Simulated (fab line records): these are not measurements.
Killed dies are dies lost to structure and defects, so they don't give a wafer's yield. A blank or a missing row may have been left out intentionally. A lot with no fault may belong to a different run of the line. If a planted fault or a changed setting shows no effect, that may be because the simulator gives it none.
Matching of chambers || flow nand_harc || NHARC_A_SGD_CUT_DEP_00 on pecvd-03 has 3 sister chambers
The step deposits SiNx, target thk 50 nm. 6 wafers are shown with their chamber, then 10 later ones without.

== WAFERS WITH THEIR CHAMBER ==
{"wafer": "L080.6", "chamber": 0, "heater_power_w (W)": 753, "rf_fwd_power_W (W)": 447.4}
{"wafer": "L082.5", "chamber": 0, "heater_power_w (W)": 846, "rf_fwd_power_W (W)": 447.0}
{"wafer": "L085.4", "chamber": 2, "heater_power_w (W)": 613, "rf_fwd_power_W (W)": 448.0}
{"wafer": "L085.6", "chamber": 1, "heater_power_w (W)": 586, "rf_fwd_power_W (W)": 448.4}
{"wafer": "L089.1", "chamber": 1, "heater_power_w (W)": 688, "rf_fwd_power_W (W)": 449.5}
{"wafer": "L089.3", "chamber": 2, "heater_power_w (W)": 633, "rf_fwd_power_W (W)": 448.3}

== WAFERS MISSING THEIR CHAMBER ==
{"wafer": "L089.4", "heater_power_w (W)": 662, "rf_fwd_power_W (W)": 448.2}
{"wafer": "L091.2", "heater_power_w (W)": 814, "rf_fwd_power_W (W)": 448.6}
{"wafer": "L091.3", "heater_power_w (W)": 583, "rf_fwd_power_W (W)": 448.1}
{"wafer": "L091.4", "heater_power_w (W)": 795, "rf_fwd_power_W (W)": 448.0}
{"wafer": "L090.1", "heater_power_w (W)": 648, "rf_fwd_power_W (W)": 445.9}
{"wafer": "L090.3", "heater_power_w (W)": 870, "rf_fwd_power_W (W)": 447.0}
{"wafer": "L090.6", "heater_power_w (W)": 662, "rf_fwd_power_W (W)": 446.4}
{"wafer": "L094.2", "heater_power_w (W)": 847, "rf_fwd_power_W (W)": 444.4}
{"wafer": "L094.5", "heater_power_w (W)": 620, "rf_fwd_power_W (W)": 450.1}
{"wafer": "L094.6", "heater_power_w (W)": 575, "rf_fwd_power_W (W)": 448.5}

== EACH ONE'S CHAMBER ==
{"wafer": "L089.4", "from the rows above": "can't be placed: 2 or 1", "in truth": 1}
{"wafer": "L091.2", "from the rows above": "can't be placed: 0 or 1 or 2", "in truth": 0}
{"wafer": "L091.3", "from the rows above": "can't be placed: 2 or 1", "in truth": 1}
{"wafer": "L091.4", "from the rows above": "can't be placed: 0 or 2 or 1", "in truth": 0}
{"wafer": "L090.1", "from the rows above": "can't be placed: 0 or 2", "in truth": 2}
{"wafer": "L090.3", "from the rows above": 0, "in truth": 0}
{"wafer": "L090.6", "from the rows above": "can't be placed: 0 or 2", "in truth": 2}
{"wafer": "L094.2", "from the rows above": 0, "in truth": 0}
{"wafer": "L094.5", "from the rows above": "can't be placed: 1 or 2", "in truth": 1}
{"wafer": "L094.6", "from the rows above": "can't be placed: 2 or 1", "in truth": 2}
2 of 10 placed correctly. These rows do not allow placing 8 (true chamber among the candidates in 8). Wrongly placed: 0.
How it was worked out, from the rows above alone: a wafer's distance from a chamber is the root of the sum, over the readings, of the square of ((its reading less the chamber's mean) divided by the reading's scatter). If the next closest chamber is less than 2 further off than the closest, the wafer can't be placed; otherwise it belongs to the closest. A chamber's mean is the mean of its shown wafers. The scatter: take each reading less its chamber's mean, square it, sum over the shown wafers, divide by the number of wafers less the number of chambers, and take the root.
